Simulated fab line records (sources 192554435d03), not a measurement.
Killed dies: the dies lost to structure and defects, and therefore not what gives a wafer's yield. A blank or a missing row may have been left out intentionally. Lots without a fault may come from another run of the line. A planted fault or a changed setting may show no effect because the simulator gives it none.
fab line records ; flow n5Finfet
record lots=11; wafers=33; lastDay=18
route steps=1938 shown BEOL_M5@1172
lots that met no fault: from a run of the same line without faults
startH: start of the lot's first displayed wafer, in hours after the record's first day ; waitH: time in hours since the lot's previous step ; " same as the row above ; L1.1+2: one row covering several wafers at once ; - either no value or no given start ; * or withheld: withheld ; < > ~ a bound
route shown NAME@n: names a module that has steps shown in the file, with the first one's number in the route ; usual: mean/standard deviation of fault-free wafers ; same: alike in all rows ; chamber/n: place in a boat ; sites: per-site readings ; _std_site: standard deviation of those values ; _edge_site: inner sites' mean taken away from outer sites' mean ; radiusMm: how far each site lies from the wafer's centre ; mask NAME#n: copy n ; behind: the last tool/chamber to shape the wafer ; hold: why the lot was held/for how many hours/how that ended ; device: which transistor (n, p or np) failed to switch ; end of line: the same wafers' tests at the end of the route ; a step with no rows: only its recipe ; killed: the dies lost at the first sort to structure and to defects; this is not the yield of the wafer ; map: a wafer's dies, x killed, . not, _ none there
set.NAME: setting as actually run; set.NAME@STEP: the setting as run at that earlier step ; model.NAME: the simulator's own value behind a step, which no gauge read
a sample of lots followed through the steps of the route, with each step as a table and each wafer as a row
services: when a tool's chamber went out of use (startH, in hours from the record's first day, below 0 if earlier), for how many hours, and the reason
## steps
# step N5_BEOL_M5_ALD_86
# recipe material=TaN; targetThkA=*; tempC=275; aldPrecursorFamily=PDMAT; aldCoReactant=NH3; pressureTorr=3; carrierFlowSccm=1500; pulseTimeS=2; purgeTimeS=3; coReactantPurgeTimeS=2; coReactantPulseTimeS=3; aldCycles=30; precursorVesselTempC=75; precursorVesselPressureTorr=26.25; precursorVesselCarrierSccm=1000
# usual heaterPowerW=402/33
# same coReactantPurgeTimeS=2
lot.wafer;tool;chamber;startH;waitH;heaterPowerW
L584.2;aldMetal-01;2;180.85;0.1;400
L584.5;aldMetal-01;0;180.85;0.1;363
L584.6;aldMetal-01;1;180.85;0.1;430
L589.1;aldMetal-04;2;208.98;0.0;381
L589.3;aldMetal-04;3;208.98;0.0;415
L589.4;aldMetal-04;0;208.98;0.0;372
L591.2;aldMetal-03;3;214.93;0.1;394
L591.4;aldMetal-03;1;214.93;0.1;489
L591.6;aldMetal-03;2;214.93;0.1;338
L590.1;aldMetal-04;0;215.41;0.0;366
L590.3;aldMetal-04;1;215.41;0.0;427
L590.5;aldMetal-04;2;215.41;0.0;377
L600.1;aldMetal-04;2;280.21;0.3;377
L600.3;aldMetal-04;1;280.21;0.3;413
L600.4;aldMetal-04;3;280.21;0.3;411
L601.2;aldMetal-01;3;281.80;0.0;452
L601.4;aldMetal-01;1;281.80;0.0;422
L601.6;aldMetal-01;0;281.80;0.0;376
L602.2;aldMetal-03;2;295.68;0.1;349
L602.5;aldMetal-03;2;295.68;0.1;346
L602.6;aldMetal-03;3;295.68;0.1;393
L605.2;aldMetal-01;0;303.51;0.0;371
L605.3;aldMetal-01;2;303.51;0.0;392
L605.4;aldMetal-01;3;303.51;0.0;456
L604.1;aldMetal-04;1;303.62;0.0;423
L604.3;aldMetal-04;2;303.62;0.0;373
L604.4;aldMetal-04;3;303.62;0.0;403
L603.1;aldMetal-04;2;308.69;0.0;370
L603.4;aldMetal-04;3;308.69;0.0;407
L603.6;aldMetal-04;0;308.69;0.0;382
L606.1;aldMetal-04;1;319.40;0.0;414
L606.2;aldMetal-04;3;319.40;0.0;412
L606.6;aldMetal-04;0;319.40;0.0;378
# step N5_BEOL_M5_SURFACE_TREAT_87
# recipe gas=Ar; timeS=*; ionEnergyEv=*; ionCurrentMaCm2=0.5; pressureMtorr=*; arFlowSccm=30
# usual throttleValvePct=*
lot.wafer;tool;chamber;startH;waitH;throttleValvePct
L584.2;pvdSputter-02;-;181.17;0.2;*
L584.5;pvdSputter-02;-;181.17;0.2;*
L584.6;pvdSputter-02;-;181.17;0.2;*
L589.1;pvdSputter-01;-;209.34;0.3;*
L589.3;pvdSputter-01;-;209.34;0.3;*
L589.4;pvdSputter-01;-;209.34;0.3;*
L591.2;pvdSputter-01;-;215.25;0.2;*
L591.4;pvdSputter-01;-;215.25;0.2;*
L591.6;pvdSputter-01;-;215.25;0.2;*
L590.1;pvdSputter-03;-;215.64;0.1;*
L590.3;pvdSputter-03;-;215.64;0.1;*
L590.5;pvdSputter-03;-;215.64;0.1;*
L600.1;pvdSputter-01;-;280.50;0.2;*
L600.3;pvdSputter-01;-;280.50;0.2;*
L600.4;pvdSputter-01;-;280.50;0.2;*
L601.2;pvdSputter-01;-;282.03;0.1;*
L601.4;pvdSputter-01;-;282.03;0.1;*
L601.6;pvdSputter-01;-;282.03;0.1;*
L602.2;pvdSputter-03;-;295.98;0.2;*
L602.5;pvdSputter-03;-;295.98;0.2;*
L602.6;pvdSputter-03;-;295.98;0.2;*
L605.2;pvdSputter-03;-;303.75;0.1;*
L605.3;pvdSputter-03;-;303.75;0.1;*
L605.4;pvdSputter-03;-;303.75;0.1;*
L604.1;pvdSputter-03;-;303.90;0.2;*
L604.3;pvdSputter-03;-;303.90;0.2;*
L604.4;pvdSputter-03;-;303.90;0.2;*
L603.1;pvdSputter-03;-;309.01;0.2;*
L603.4;pvdSputter-03;-;309.01;0.2;*
L603.6;pvdSputter-03;-;309.01;0.2;*
L606.1;pvdSputter-02;-;319.76;0.3;*
L606.2;pvdSputter-02;-;319.76;0.3;*
L606.6;pvdSputter-02;-;319.76;0.3;*
# step N5_BEOL_M5_SPUTTER_83
# recipe material=Cu; targetThkA=150; tempC=-20; chamberPressurePa=0.07; powerW=withheld; timeS=27.62
# usual chuckSensorTempC=-15.8/0.39; substrateTempC=-19.98/0.099; throttleValvePct=29.9/1
lot.wafer;tool;chamber;startH;waitH;chuckSensorTempC;substrateTempC;throttleValvePct
L584.2;pvdSputter-01;-;183.62;0.5;-16.0;-19.95;29.8
L584.5;pvdSputter-01;-;183.62;0.5;-15.7;-20.04;30.2
L584.6;pvdSputter-01;-;183.62;0.5;-15.7;-20.11;29.6
L589.1;pvdSputter-01;-;211.73;0.5;-16.3;-19.87;30.5
L589.3;pvdSputter-01;-;211.73;0.5;-15.5;-19.99;29.6
L589.4;pvdSputter-01;-;211.73;0.5;-16.0;-20.16;30.1
L591.2;pvdSputter-02;-;217.74;0.5;-15.6;-20.03;29.1
L591.4;pvdSputter-02;-;217.74;0.5;-15.5;-19.87;28.9
L591.6;pvdSputter-02;-;217.74;0.5;-15.4;-20.05;29.4
L590.1;pvdSputter-03;-;218.65;0.5;-16.1;-20.01;30.5
L590.3;pvdSputter-03;-;218.65;0.5;-15.2;-19.93;28.6
L590.5;pvdSputter-03;-;218.65;0.5;-16.2;-20.00;32.0
L600.1;pvdSputter-02;-;282.91;0.5;-15.4;-19.94;28.7
L600.3;pvdSputter-02;-;282.91;0.5;-15.4;-19.80;29.3
L600.4;pvdSputter-02;-;282.91;0.5;-16.6;-20.12;29.3
L601.2;pvdSputter-03;-;285.27;0.5;-16.3;-20.07;31.8
L601.4;pvdSputter-03;-;285.27;0.5;-15.7;-19.91;29.9
L601.6;pvdSputter-03;-;285.27;0.5;-16.0;-20.07;30.3
L602.2;pvdSputter-03;-;298.60;0.5;-16.3;-19.90;31.8
L602.5;pvdSputter-03;-;298.60;0.5;-15.6;-20.04;29.7
L602.6;pvdSputter-03;-;298.60;0.5;-15.3;-20.04;28.6
L605.2;pvdSputter-01;-;306.20;0.5;-15.5;-19.93;29.6
L605.3;pvdSputter-01;-;306.20;0.5;-16.2;-20.06;30.1
L605.4;pvdSputter-01;-;306.20;0.5;-15.7;-19.92;30.2
L604.1;pvdSputter-03;-;306.33;0.5;-16.1;-19.89;30.6
L604.3;pvdSputter-03;-;306.33;0.5;-15.6;-20.09;29.7
L604.4;pvdSputter-03;-;306.33;0.5;-15.3;-20.04;28.4
L603.1;pvdSputter-02;-;311.59;0.5;-15.6;-20.02;29.4
L603.4;pvdSputter-02;-;311.59;0.5;-15.6;-19.86;28.6
L603.6;pvdSputter-02;-;311.59;0.5;-15.6;-20.15;29.4
L606.1;pvdSputter-03;-;322.38;0.5;-16.1;-20.01;31.7
L606.2;pvdSputter-03;-;322.38;0.5;-15.9;-20.10;30.4
L606.6;pvdSputter-03;-;322.38;0.5;-15.8;-19.98;30.7
# step N5_BEOL_M5_CMP_52
# recipe stopOn=SiCOH_lowk; tOverpolishS=6.9; downForcePsi=1; platenRpm=50; clearingPlatenDownForcePsi=1.5; clearingPlatenRpm=50; postCmpClean=cuAlkaline; targetThkNm=62; clearingPlatenPadVelocityMS=0.99484; padVelocityMS=0.99484
# usual barrierFieldEndpointS=24.6/0.57; motorCurrentA=5.9/0.51; overpolishRunS=6.900/0.0096; platenRpm=50.00/0.037; timeToEndpointS=61.7/2.8
# same tOverpolishS=6.9
lot.wafer;tool;chamber;startH;waitH;barrierFieldEndpointS;motorCurrentA;overpolishRunS;platenRpm;timeToEndpointS
L584.2;cmp-02;1;186.33;0.2;23.8;6.0;6.903;50.03;52.6
L584.6;cmp-02;0;186.33;0.2;24.3;5.2;6.916;49.98;58.0
L584.5;cmp-02;1;186.33;0.2;24.0;6.1;6.902;50.04;54.2
L589.3;cmp-02;3;214.97;0.2;23.7;5.0;6.890;52.03;59.0
L589.4;cmp-02;0;214.97;0.2;24.0;5.2;6.888;52.00;61.2
L589.1;cmp-02;2;214.97;0.2;23.9;5.8;6.906;51.98;60.7
L591.4;cmp-02;1;220.63;0.3;23.2;5.9;6.923;52.01;56.0
L591.2;cmp-02;2;220.63;0.3;22.8;6.3;6.895;52.03;59.1
L591.6;cmp-02;0;220.63;0.3;23.6;5.3;6.899;52.00;56.6
L590.3;cmp-03;0;221.33;0.2;25.3;5.5;6.903;49.99;64.3
L590.1;cmp-03;3;221.33;0.2;25.2;5.5;6.881;50.01;60.9
L590.5;cmp-03;0;221.33;0.2;26.1;5.5;6.886;50.02;65.4
L600.1;cmp-03;0;285.63;0.3;24.9;5.7;6.891;50.00;64.5
L600.3;cmp-03;1;285.63;0.3;24.8;6.4;6.879;50.02;64.5
L600.4;cmp-03;2;285.63;0.3;24.1;6.3;6.894;50.02;63.9
L601.4;cmp-03;0;287.98;0.2;25.1;5.7;6.889;50.00;62.0
L601.2;cmp-03;1;287.98;0.2;25.6;6.4;6.887;50.00;63.5
L601.6;cmp-03;0;287.98;0.2;25.0;5.7;6.907;49.98;61.8
L602.2;cmp-02;2;301.38;0.3;25.0;6.2;6.902;50.01;64.0
L602.5;cmp-02;0;301.38;0.3;24.4;5.1;6.911;49.96;61.7
L602.6;cmp-02;1;301.38;0.3;24.9;6.1;6.906;49.99;56.9
L605.3;cmp-03;0;308.92;0.2;24.3;5.7;6.918;49.96;62.7
L605.4;cmp-03;1;308.92;0.2;25.0;6.0;6.913;49.96;60.9
L605.2;cmp-03;2;308.92;0.2;25.0;6.5;6.906;50.04;64.5
L604.1;cmp-02;0;309.46;0.3;24.4;5.3;6.899;50.13;60.2
L604.3;cmp-02;2;309.46;0.3;24.2;5.9;6.898;49.98;58.9
L604.4;cmp-02;3;309.46;0.3;24.6;5.3;6.909;49.97;59.2
L603.1;cmp-01;0;314.27;0.3;23.8;6.5;6.897;49.97;64.0
L603.4;cmp-01;1;314.27;0.3;24.1;7.1;6.899;50.00;60.1
L603.6;cmp-01;1;314.27;0.3;24.6;6.8;6.904;49.96;60.9
L606.1;cmp-02;2;325.09;0.3;24.5;5.9;6.899;50.04;62.0
L606.2;cmp-02;3;325.09;0.3;23.9;5.0;6.903;50.01;60.7
L606.6;cmp-02;2;325.09;0.3;24.5;6.0;6.914;50.10;61.0
## services
tool;chamber;startH;hours;kind
aldMetal-01;-;164.03;1.2;pm
aldMetal-03;1;176.30;19.3;repair
cmp-02;-;179.48;2.3;repair
aldMetal-04;-;217.67;8.7;pm
cmp-03;-;219.00;2.2;repair
cmp-01;-;221.34;4.7;pm
aldMetal-03;3;233.96;4.1;repair
cmp-02;-;240.06;4.0;pm
cmp-02;-;244.06;-;consumableReplace:conditioner
cmp-02;-;244.06;-;consumableReplace:pad
aldMetal-01;3;285.25;17.3;repair
aldMetal-03;2;296.88;6.9;repair
cmp-03;-;299.53;7.0;pm
aldMetal-03;-;301.08;0.4;repair
cmp-01;-;303.82;4.0;pm
cmp-01;-;307.82;-;consumableReplace:conditioner
cmp-01;-;307.82;-;consumableReplace:pad
pvdSputter-01;-;310.44;9.1;repair
aldMetal-01;2;318.19;1.8;repair
aldMetal-03;-;318.41;74.6;repair
cmp-01;-;320.38;5.9;pm
## key
firstSign step=N5_BEOL_M5_CMP_52; reading=platenRpm; direction=up; sigmas=55; usual=50.00; struck=52.01
effect step=N5_BEOL_M5_CMP_52; reading=barrierFieldEndpointS; direction=down; sigmas=1.8; usual=24.6; struck=23.5
metAt N5_BEOL_M5_CMP_52
struckLots L589,L591
notActingAt N5_BEOL_M5_ALD_86,N5_BEOL_M5_SURFACE_TREAT_87,N5_BEOL_M5_SPUTTER_83
onsetBetween 186.33 214.97
fault kind=processParameterDrift; tool=cmp-02; chamber=-; onsetH=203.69; steps=N5_BEOL_M5_CMP_52; channel=platenRpm; offset=2; shape=step; endH=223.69; actsIn=theseRecipesOnly; stated=50
